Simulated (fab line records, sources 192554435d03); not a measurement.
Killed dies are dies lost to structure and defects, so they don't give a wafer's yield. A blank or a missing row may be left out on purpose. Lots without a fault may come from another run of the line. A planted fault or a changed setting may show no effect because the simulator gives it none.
Which tool did it? | flow n5_finfet | 15 lots, 45 wafers sampled, at 8 steps of a route of 1938

WHAT THE GAUGES READ, wafer by wafer
N5_BEOL_M0_SAQP_CD_MEAS_25: target cd 13.1 nm.
lot  | measured     | on        | cd_nm (nm)
L503 | day 5 20:36  | cd_sem-01 | 12.74 12.86 12.43
L504 | day 6 00:37  | cd_sem-03 | 12.75 12.70 12.68
L506 | day 6 14:26  | cd_sem-03 | 12.87 12.49 12.34
L508 | day 7 01:21  | cd_sem-02 | 13.00 13.00 12.93
L509 | day 7 13:11  | cd_sem-02 | 12.75 12.78 12.85
L511 | day 7 22:44  | cd_sem-02 | 12.90 12.55 12.77
L512 | day 8 03:39  | cd_sem-02 | 12.81 12.74 12.63
L518 | day 9 17:55  | cd_sem-01 | - - -
L519 | day 9 21:23  | cd_sem-01 | - - -
L517 | day 9 23:08  | cd_sem-01 | - - -
L520 | day 10 04:16 | cd_sem-03 | 13.11 12.70 12.79
L521 | day 10 07:40 | cd_sem-03 | 12.98 12.73 12.94
L522 | day 10 15:04 | cd_sem-03 | 12.73 12.63 12.60
L523 | day 10 20:19 | cd_sem-03 | 13.03 12.81 13.01
L524 | day 11 07:43 | cd_sem-03 | 12.63 12.93 13.36

N5_BEOL_M4_RC_MEAS_101.
lot  | measured     | on        | DIBL_N (mV/V)  | DIBL_P (mV/V)  | IOFF_N (nA/um)    | IOFF_P (nA/um)    | ION_N (uA/um) | ION_P (uA/um) | SS_N (mV/dec)  | SS_P (mV/dec)  | VT_N (mV)         | VT_P (mV)
L503 | day 8 03:10  | prober-01 | 38.3 36.7 36.8 | 37.0 34.9 34.5 | 0.170 0.139 0.136 | 0.252 0.215 0.199 | 673 661 669   | 472 462 468   | 71.9 71.2 70.9 | 73.3 73.9 73.2 | 252.2 254.3 253.8 | -249 -248 -249
L504 | day 8 15:29  | prober-01 | 37.4 34.2 36.5 | 38.1 34.8 38.0 | 0.189 0.134 0.174 | 0.216 0.174 0.213 | 673 666 676   | 455 453 461   | 72.7 71.4 72.3 | 73.7 73.3 73.4 | 247.7 251.4 250.6 | -251 -255 -251
L506 | day 9 19:38  | prober-02 | 38.0 37.2 37.7 | 38.5 37.4 38.7 | 0.187 0.190 0.194 | 0.234 0.208 0.236 | 682 691 687   | 462 466 461   | 72.1 72.5 72.0 | 74.0 72.4 73.9 | 247.6 245.4 246.8 | -249 -251 -251
L508 | day 9 16:14  | prober-02 | 33.4 35.9 33.5 | 33.0 36.4 33.4 | 0.120 0.169 0.123 | 0.162 0.212 0.164 | 675 688 666   | 459 473 457   | 71.2 72.3 71.3 | 72.3 73.6 72.5 | 252.0 247.8 251.7 | -251 -249 -254
L509 | day 9 21:19  | prober-01 | 36.9 35.8 36.2 | 36.2 35.2 36.4 | 0.172 0.154 0.173 | 0.197 0.188 0.200 | 666 666 682   | 454 454 462   | 72.1 70.6 71.4 | 73.3 73.4 73.0 | 251.5 250.5 249.3 | -250 -251 -251
L511 | day 11 00:24 | prober-02 | 38.6 36.2 37.8 | 37.9 34.9 37.6 | 0.185 0.140 0.179 | 0.256 0.201 0.246 | 682 674 683   | 467 464 475   | 72.0 71.2 71.0 | 74.1 73.1 73.8 | 248.0 251.5 251.6 | -250 -250 -249
L512 | day 10 21:46 | prober-02 | 37.1 37.1 36.8 | 37.8 37.8 37.4 | 0.162 0.166 0.162 | 0.220 0.226 0.211 | 679 674 685   | 462 471 466   | 72.3 71.2 71.0 | 73.8 73.8 73.7 | 251.9 248.4 249.9 | -250 -250 -251
L520 | day 12 19:00 | prober-01 | 37.9 38.4 39.1 | 38.8 39.5 39.8 | 0.177 0.187 0.197 | 0.227 0.243 0.247 | 684 682 685   | 464 465 468   | 71.6 71.8 71.8 | 73.8 74.3 74.1 | 247.7 247.3 247.4 | -250 -249 -246
L521 | day 12 21:46 | prober-02 | 37.2 37.7 38.3 | 37.0 38.1 38.3 | 0.176 0.195 0.203 | 0.219 0.232 0.244 | 682 694 682   | 461 469 465   | 71.7 71.5 71.7 | 73.5 73.2 73.7 | 249.3 247.1 246.3 | -250 -251 -250
L522 | day 13 02:41 | prober-02 | 38.5 38.7 38.1 | 38.0 37.9 37.6 | 0.175 0.184 0.174 | 0.240 0.244 0.248 | 681 666 685   | 464 460 471   | 71.3 71.4 71.4 | 74.3 74.3 74.0 | 250.5 248.6 247.6 | -247 -248 -247
L523 | day 13 10:22 | prober-01 | 35.9 34.6 36.0 | 37.2 35.2 37.6 | 0.158 0.136 0.166 | 0.203 0.166 0.203 | 675 668 682   | 467 458 463   | 71.4 70.9 71.8 | 73.2 73.3 73.5 | 251.6 251.9 249.8 | -253 -258 -252
L524 | day 13 22:22 | prober-02 | 35.7 33.3 35.0 | 37.9 34.6 36.6 | 0.170 0.127 0.151 | 0.230 0.184 0.217 | 681 675 675   | 472 467 465   | 72.5 71.0 71.1 | 73.4 72.6 73.3 | 250.1 252.1 250.0 | -248 -251 -249

WHICH TOOL RAN EACH LOT (tool, then ch and the chambers of the sampled wafers, then the start)
lot  | N5_BEOL_M0_SAQP_PECVD_96        | N5_BEOL_M0_SAQP_ETCH_84            | N5_BEOL_M0_SAQP_HM_OPEN_112        | N5_BEOL_M0_SAQP_MANDREL_ETCH_20  | N5_BEOL_M0_SAQP_RECESS_114         | N5_BEOL_M0_SAQP_SPACER1_ALD_98
L503 | pecvd-03 ch 0,1,2, day 5 17:54  | rie_diel-03 ch 0,1,3, day 5 18:44  | rie_diel-03 ch 0,1,3, day 5 18:51  | rie_si-06 ch 0,1,3, day 5 18:56  | vapor_etch-01 ch 0,1, day 5 19:10  | ald_sin-02 ch 1,2,3, day 5 19:56
L504 | pecvd-04 ch 0,2, day 5 21:08    | rie_diel-03 ch 0,1,3, day 5 21:58  | rie_diel-03 ch 0,1,3, day 5 22:05  | rie_si-02 ch 2,3, day 5 22:10    | vapor_etch-01 ch 0,1, day 5 22:45  | ald_sin-01 ch 0,2,3, day 5 23:56
L506 | pecvd-03 ch 0,1,2, day 6 11:31  | rie_diel-03 ch 1,2, day 6 12:38    | rie_diel-03 ch 1,2, day 6 12:44    | rie_si-05 ch 0,1, day 6 12:50    | vapor_etch-01 ch 0,1, day 6 13:11  | ald_sin-04 ch 1,2, day 6 13:46
L508 | pecvd-03 ch 0,1, day 6 23:10    | rie_diel-04 ch 1,3, day 6 23:52    | rie_diel-04 ch 1,3, day 6 23:59    | rie_si-02 ch 0,1,2, day 7 00:04  | vapor_etch-02 ch 0,1, day 7 00:17  | ald_sin-01 ch 0,2,3, day 7 00:41
L509 | pecvd-03 ch 0,2, day 7 10:39    | rie_diel-03 ch 0,3, day 7 11:29    | rie_diel-03 ch 0,3, day 7 11:36    | rie_si-06 ch 0,1,3, day 7 11:41  | vapor_etch-02 ch 0,1, day 7 12:11  | ald_sin-04 ch 2,3, day 7 12:31
L511 | pecvd-02 ch 1,2, day 7 20:06    | rie_diel-06 ch 0,3, day 7 20:49    | rie_diel-06 ch 0,3, day 7 20:55    | rie_si-06 ch 0,1,2, day 7 21:01  | vapor_etch-02 ch 0,1, day 7 21:19  | ald_sin-04 ch 1,2,3, day 7 21:59
L512 | pecvd-03 ch 0,1,2, day 7 23:53  | rie_diel-04 ch 0,1, day 8 00:40    | rie_diel-04 ch 0,1, day 8 00:46    | rie_si-02 ch 1,2,3, day 8 00:51  | vapor_etch-02 ch 0,1, day 8 01:05  | ald_sin-02 ch 1,2,3, day 8 02:59
L518 | pecvd-03 ch 1,2, day 9 15:36    | rie_diel-06 ch 0,2,3, day 9 16:26  | rie_diel-06 ch 0,2,3, day 9 16:33  | rie_si-05 ch 0,1,3, day 9 16:38  | vapor_etch-01 ch 0,1, day 9 16:52  | ald_sin-01 ch 0,1, day 9 17:15
L519 | pecvd-03 ch 0,1,2, day 9 18:37  | rie_diel-04 ch 0,2, day 9 19:28    | rie_diel-04 ch 0,2, day 9 19:34    | rie_si-06 ch 0,2,3, day 9 19:39  | vapor_etch-02 ch 0,1, day 9 19:53  | ald_sin-02 ch 0,1,3, day 9 20:23
L517 | pecvd-03 ch 1,2, day 9 18:59    | rie_diel-03 ch 1,2,3, day 9 19:49  | rie_diel-03 ch 1,2,3, day 9 19:55  | rie_si-05 ch 2,3, day 9 20:00    | vapor_etch-02 ch 0, day 9 20:22    | ald_sin-01 ch 0,2, day 9 22:28
L520 | pecvd-03 ch 0,1,2, day 10 00:02 | rie_diel-04 ch 1,2, day 10 01:09   | rie_diel-04 ch 1,2, day 10 01:16   | rie_si-02 ch 1,3, day 10 01:20   | vapor_etch-01 ch 0,1, day 10 01:49 | ald_sin-01 ch 0,1, day 10 03:36
L521 | pecvd-04 ch 0,1,2, day 10 05:05 | rie_diel-03 ch 0,1,3, day 10 05:56 | rie_diel-03 ch 0,1,3, day 10 06:03 | rie_si-05 ch 0,1,3, day 10 06:08 | vapor_etch-02 ch 0,1, day 10 06:22 | ald_sin-01 ch 0,2,3, day 10 06:45
L522 | pecvd-02 ch 0,1, day 10 12:27   | rie_diel-04 ch 1,2, day 10 13:22   | rie_diel-04 ch 1,2, day 10 13:28   | rie_si-05 ch 0,1,3, day 10 13:33 | vapor_etch-01 ch 0,1, day 10 13:47 | ald_sin-02 ch 0,2, day 10 14:10
L523 | pecvd-02 ch 0,1,2, day 10 17:16 | rie_diel-04 ch 0,3, day 10 18:50   | rie_diel-04 ch 0,3, day 10 18:56   | rie_si-06 ch 0,3, day 10 19:01   | vapor_etch-01 ch 0,1, day 10 19:15 | ald_sin-04 ch 0,3, day 10 19:38
L524 | pecvd-03 ch 0,1,2, day 11 04:19 | rie_diel-03 ch 0,1,2, day 11 05:10 | rie_diel-03 ch 0,1,2, day 11 05:16 | rie_si-02 ch 0,2,3, day 11 05:22 | vapor_etch-01 ch 0,1, day 11 05:36 | ald_sin-02 ch 0,1,2, day 11 07:02
- N5_BEOL_M0_SAQP_PECVD_96: deposits a-Si from SiH4/He, target thk 45 nm, time 45.2 s.
- N5_BEOL_M0_SAQP_ETCH_84: etches SOC in N2/H2, target depth 100 nm, overetch 20 nm, time 150 s.
- N5_BEOL_M0_SAQP_HM_OPEN_112: chemistry CHF3/O2, target SiO2, stops on a-Si, target depth 12 nm, time 13.5 s.
- N5_BEOL_M0_SAQP_MANDREL_ETCH_20: etches a-Si in HBr/Cl2, stops on SiNx, target depth 60 nm, bt time 10 s, time 30 s.
- N5_BEOL_M0_SAQP_RECESS_114: chemistry HF/NH3, target SiO2, target depth 14.4 nm, afs cycles 3, sublimation time 60 s.
- N5_BEOL_M0_SAQP_SPACER1_ALD_98: deposits SiO2, target thk 12.8 nm, pulse time 1 s, purge time 2 s.

WHAT THE TOOLS THEMSELVES READ (means of the sampled wafers that have a number; where no wafer has one, the mark that the record gives instead)
N5_BEOL_M0_SAQP_PECVD_96.
lot  | tool     | chamber_pressure_Torr (Torr) | heater_power_w (W) | showerhead_plenum_p_Torr (Torr) | showerhead_vpp_V (V) | throttle_valve_pct (%)
L503 | pecvd-03 | 3.004                        | 607                | 5.71                            | 644                  | 17.1
L504 | pecvd-04 | 3.002                        | 702                | 5.69                            | 627                  | 17.8
L506 | pecvd-03 | 3.000                        | 618                | 5.70                            | 644                  | 17.0
L508 | pecvd-03 | 3.000                        | 666                | 5.73                            | 635                  | 17.8
L509 | pecvd-03 | 2.996                        | 548                | 5.69                            | 641                  | 16.8
L511 | pecvd-02 | 2.995                        | 723                | 5.64                            | 624                  | 18.5
L512 | pecvd-03 | 2.999                        | 650                | 5.71                            | 646                  | 17.4
L518 | pecvd-03 | 3.004                        | 658                | 5.73                            | 649                  | 17.4
L519 | pecvd-03 | 2.996                        | 621                | 5.72                            | 649                  | 17.1
L517 | pecvd-03 | 2.998                        | 593                | 5.70                            | 664                  | 16.8
L520 | pecvd-03 | 2.998                        | 626                | 5.70                            | 644                  | 17.1
L521 | pecvd-04 | 3.002                        | 673                | 5.68                            | 627                  | 18.2
L522 | pecvd-02 | 2.998                        | 693                | 5.67                            | 617                  | 18.6
L523 | pecvd-02 | 3.012                        | 641                | 5.62                            | 612                  | 18.0
L524 | pecvd-03 | 3.003                        | 632                | 5.71                            | 649                  | 17.2

N5_BEOL_M0_SAQP_ETCH_84.
lot  | tool        | bias_w (W) | chamber_pressure_mTorr (mTorr) | drypump_motor_current_A (A) | oes_product_au (a.u.) | rf_vpp_V (V) | showerhead_plenum_p_Torr (Torr) | throttle_valve_pct (%)
L503 | rie_diel-03 | 149.9      | 30.015                         | 6.0                         | 0.73                  | 525.1        | 2.60                            | 17.7
L504 | rie_diel-03 | 149.8      | 30.021                         | 6.0                         | 0.73                  | 525.7        | 2.60                            | 17.7
L506 | rie_diel-03 | 149.9      | 29.978                         | 6.2                         | 0.74                  | 525.2        | 2.60                            | 18.0
L508 | rie_diel-04 | 150.1      | 30.018                         | 5.5                         | 0.65                  | 524.8        | 2.61                            | 17.9
L509 | rie_diel-03 | 150.4      | 29.997                         | 6.1                         | 0.72                  | 524.2        | 2.59                            | 17.5
L511 | rie_diel-06 | 149.8      | 29.987                         | 5.8                         | 0.77                  | 525.6        | 2.61                            | 17.6
L512 | rie_diel-04 | 150.5      | 29.990                         | 6.1                         | 0.61                  | 524.5        | 2.54                            | 18.2
L518 | rie_diel-06 | -          | -                              | -                           | -                     | -            | -                               | -
L519 | rie_diel-04 | -          | -                              | -                           | -                     | -            | -                               | -
L517 | rie_diel-03 | -          | -                              | -                           | -                     | -            | -                               | -
L520 | rie_diel-04 | 149.9      | 30.012                         | 5.5                         | 0.65                  | 524.7        | 2.56                            | 18.0
L521 | rie_diel-03 | 150.0      | 30.018                         | 6.0                         | 0.70                  | 524.7        | 2.58                            | 17.8
L522 | rie_diel-04 | 149.6      | 30.011                         | 5.6                         | 0.64                  | 524.7        | 2.56                            | 18.0
L523 | rie_diel-04 | 149.8      | 30.011                         | 6.0                         | 0.77                  | 523.7        | 2.52                            | 17.9
L524 | rie_diel-03 | 150.0      | 30.013                         | 6.0                         | 0.74                  | 522.6        | 2.53                            | 17.7

N5_BEOL_M0_SAQP_HM_OPEN_112.
lot  | tool        | drypump_motor_current_A (A) | oes_ar_750_au (a.u.) | oes_product_au (a.u.) | rf_vpp_V (V) | showerhead_plenum_p_Torr (Torr) | throttle_valve_pct (%)
L503 | rie_diel-03 | 6.1                         | 0.82                 | 0.53                  | 525          | 2.46                            | 18.7
L504 | rie_diel-03 | 6.0                         | 0.82                 | 0.54                  | 523          | 2.46                            | 18.7
L506 | rie_diel-03 | 6.2                         | 0.83                 | 0.54                  | 525          | 2.46                            | 19.0
L508 | rie_diel-04 | 5.5                         | 0.74                 | 0.47                  | 522          | 2.47                            | 18.9
L509 | rie_diel-03 | 6.1                         | 0.81                 | 0.53                  | 519          | 2.46                            | 18.6
L511 | rie_diel-06 | 5.8                         | 0.87                 | 0.57                  | 521          | 2.46                            | 18.6
L512 | rie_diel-04 | 6.0                         | 0.68                 | 0.44                  | 520          | 2.41                            | 19.2
L518 | rie_diel-06 | 5.6                         | 0.80                 | 0.30                  | 527          | 2.45                            | 18.7
L519 | rie_diel-04 | 6.1                         | 0.88                 | 0.33                  | 521          | 2.36                            | 18.8
L517 | rie_diel-03 | 6.3                         | 0.80                 | 0.30                  | 521          | 2.46                            | 18.8
L520 | rie_diel-04 | 5.6                         | 0.73                 | 0.47                  | 518          | 2.43                            | 18.9
L521 | rie_diel-03 | 6.0                         | 0.79                 | 0.52                  | 523          | 2.45                            | 18.8
L522 | rie_diel-04 | 5.6                         | 0.72                 | 0.47                  | 518          | 2.43                            | 18.9
L523 | rie_diel-04 | 6.0                         | 0.86                 | 0.57                  | 525          | 2.38                            | 18.9
L524 | rie_diel-03 | 6.0                         | 0.83                 | 0.54                  | 521          | 2.40                            | 18.7

N5_BEOL_M0_SAQP_MANDREL_ETCH_20.
lot  | tool      | HBr_flow_sccm (sccm) | bias_w (W) | drypump_motor_current_A (A) | oes_product_au (a.u.) | throttle_valve_pct (%)
L503 | rie_si-06 | 149.4                | 75.28      | 5.9                         | 0.782                 | 35.19
L504 | rie_si-02 | 149.8                | 74.97      | 5.6                         | 0.774                 | 35.42
L506 | rie_si-05 | 150.1                | 74.99      | 6.2                         | 0.787                 | 35.66
L508 | rie_si-02 | 149.7                | 75.00      | 5.7                         | 0.765                 | 35.48
L509 | rie_si-06 | 150.4                | 75.00      | 5.9                         | 0.784                 | 35.19
L511 | rie_si-06 | 150.4                | 75.20      | 5.7                         | 0.779                 | 35.50
L512 | rie_si-02 | 149.7                | 74.73      | 5.7                         | 0.771                 | 35.39
L518 | rie_si-05 | 149.6                | 74.93      | 5.9                         | 0.323                 | 36.49
L519 | rie_si-06 | 150.2                | 75.15      | 5.9                         | 0.329                 | 36.21
L517 | rie_si-05 | 149.5                | 74.97      | 5.9                         | 0.330                 | 36.49
L520 | rie_si-02 | 150.1                | 74.94      | 5.5                         | 0.790                 | 35.31
L521 | rie_si-05 | 150.4                | 74.96      | 5.9                         | 0.776                 | 35.63
L522 | rie_si-05 | 150.1                | 74.93      | 5.9                         | 0.783                 | 35.60
L523 | rie_si-06 | 149.7                | 74.91      | 5.9                         | 0.770                 | 35.13
L524 | rie_si-02 | 149.7                | 75.14      | 5.4                         | 0.772                 | 35.45

N5_BEOL_M0_SAQP_RECESS_114.
lot  | tool          | drypump_motor_current_A (A) | foreline_p_Torr (Torr)
L503 | vapor_etch-01 | 5.8                         | 0.1281
L504 | vapor_etch-01 | 6.1                         | 0.1279
L506 | vapor_etch-01 | 6.1                         | 0.1277
L508 | vapor_etch-02 | 6.2                         | 0.1278
L509 | vapor_etch-02 | 6.1                         | 0.1279
L511 | vapor_etch-02 | 6.2                         | 0.1280
L512 | vapor_etch-02 | 6.2                         | 0.1280
L518 | vapor_etch-01 | 5.8                         | 0.1279
L519 | vapor_etch-02 | 6.2                         | 0.1279
L517 | vapor_etch-02 | 6.4                         | 0.1278
L520 | vapor_etch-01 | 5.8                         | 0.1277
L521 | vapor_etch-02 | 6.0                         | 0.1281
L522 | vapor_etch-01 | 6.1                         | 0.1277
L523 | vapor_etch-01 | 6.1                         | 0.1277
L524 | vapor_etch-01 | 5.8                         | 0.1280

N5_BEOL_M0_SAQP_SPACER1_ALD_98.
lot  | tool       | chamber_pressure_Torr (Torr) | heater_power_w (W) | precursor_pulse_height_rel
L503 | ald_sin-02 | 1.998                        | 427                | 1.000
L504 | ald_sin-01 | 1.998                        | 499                | 0.990
L506 | ald_sin-04 | 1.996                        | 469                | 0.999
L508 | ald_sin-01 | 2.002                        | 506                | 1.005
L509 | ald_sin-04 | 1.999                        | 478                | 0.980
L511 | ald_sin-04 | 2.000                        | 478                | 0.980
L512 | ald_sin-02 | 1.997                        | 426                | 1.004
L518 | ald_sin-01 | 2.000                        | 442                | 0.990
L519 | ald_sin-02 | 1.998                        | 447                | 0.991
L517 | ald_sin-01 | 2.002                        | 517                | 0.982
L520 | ald_sin-01 | 2.004                        | 454                | 1.005
L521 | ald_sin-01 | 2.002                        | 511                | 0.999
L522 | ald_sin-02 | 1.996                        | 426                | 0.998
L523 | ald_sin-04 | 1.997                        | 462                | 1.002
L524 | ald_sin-02 | 1.999                        | 421                | 1.004

THE ANSWER, worked out from the rows above alone
Rule: what is usual is taken from the lots themselves. Put in order of their means at a reading, lots are off if they are a third of the lots or fewer, leave a main group of 4 or more, and stand apart from it by a gap of 3 or more times the standard deviation of the main group's means; of several such gaps the widest counts. A main group whose means are all the same, to the digits that the tables above print for the reading, isn't used. A lot without any number at a reading at which 4 lots or more have one is off too. The other lots that the step has rows for count as sound. The gauges are gone through in route order, then the tools' own readings, and for those a lot's mean is taken as printed above. The first step at which some lot is off is used, and at that step the reading that is off furthest; a lot without a number counts as furthest.
Off: L518, L519, L517, at N5_BEOL_M0_SAQP_CD_MEAS_25 (cd_nm). Without a number there: L518, L519, L517. The main group: mean 12.79 nm, standard deviation 0.13.
A tool fits if, at a process step before that reading, it ran every lot that is off, and no sound lot after the first of them. The gauges at N5_BEOL_M0_SAQP_CD_MEAS_25 aren't tried: what is off there is off at N5_BEOL_M0_SAQP_ETCH_84 too, on other tools, and a gauge's error can't cause that. None of those tried fits.

WHAT THE SIMULATOR HAD PUT IN
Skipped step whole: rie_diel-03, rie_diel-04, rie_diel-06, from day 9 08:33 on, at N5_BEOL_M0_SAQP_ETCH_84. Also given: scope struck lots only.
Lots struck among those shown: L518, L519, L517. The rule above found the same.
